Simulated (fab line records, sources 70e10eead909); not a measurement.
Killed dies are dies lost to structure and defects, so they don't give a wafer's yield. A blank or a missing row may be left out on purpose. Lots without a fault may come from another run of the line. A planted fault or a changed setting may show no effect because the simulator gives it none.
Chamber matching | flow nand_harc | NHARC_A_STAIRCASE_ETCH_292 on rie_diel-13: 4 sister chambers
The step etches the open film in CF4/CHF3. 8 wafers are shown with their chamber, then 9 later ones without.

WAFERS WITH THEIR CHAMBER
wafer  | chamber | drypump_motor_current_A (A) | showerhead_plenum_p_Torr (Torr)
L078.6 | 1       | 5.6                         | 1.50
L080.4 | 0       | 5.6                         | 1.64
L081.1 | 2       | 5.0                         | 1.56
L081.2 | 1       | 5.6                         | 1.50
L081.6 | 3       | 6.3                         | 1.59
L081.3 | 3       | 6.3                         | 1.60
L081.4 | 0       | 5.6                         | 1.64
L081.5 | 2       | 4.9                         | 1.56

WAFERS WITHOUT THEIR CHAMBER
wafer  | drypump_motor_current_A (A) | showerhead_plenum_p_Torr (Torr)
L082.4 | 5.6                         | 1.50
L082.5 | 5.6                         | 1.50
L082.6 | 5.6                         | 1.64
L084.3 | 5.6                         | 1.50
L084.4 | 5.6                         | 1.64
L084.6 | 5.0                         | 1.56
L089.1 | 5.6                         | 1.63
L089.2 | 5.0                         | 1.55
L089.6 | 5.6                         | 1.63

WHICH CHAMBER EACH WENT THROUGH
wafer  | from the rows above | in truth
L082.4 | 1                   | 1
L082.5 | 1                   | 1
L082.6 | 0                   | 0
L084.3 | 1                   | 1
L084.4 | 0                   | 0
L084.6 | 2                   | 2
L089.1 | 0                   | 0
L089.2 | 2                   | 2
L089.6 | 0                   | 0
Placed correctly: 9 of 9. Can't be placed from these rows: 0. Placed wrongly: 0.
How it was worked out, from the rows above alone: a wafer's distance from a chamber is the root of the sum, over the readings, of the square of ((its reading less the chamber's mean) divided by the reading's scatter). The wafer belongs to the nearest chamber; if the next one is less than 2 further off, it can't be placed. A chamber's mean is the mean of its shown wafers. The scatter: the root of (the sum of the squares of (reading less its chamber's mean) over the shown wafers, divided by (wafers less chambers)).
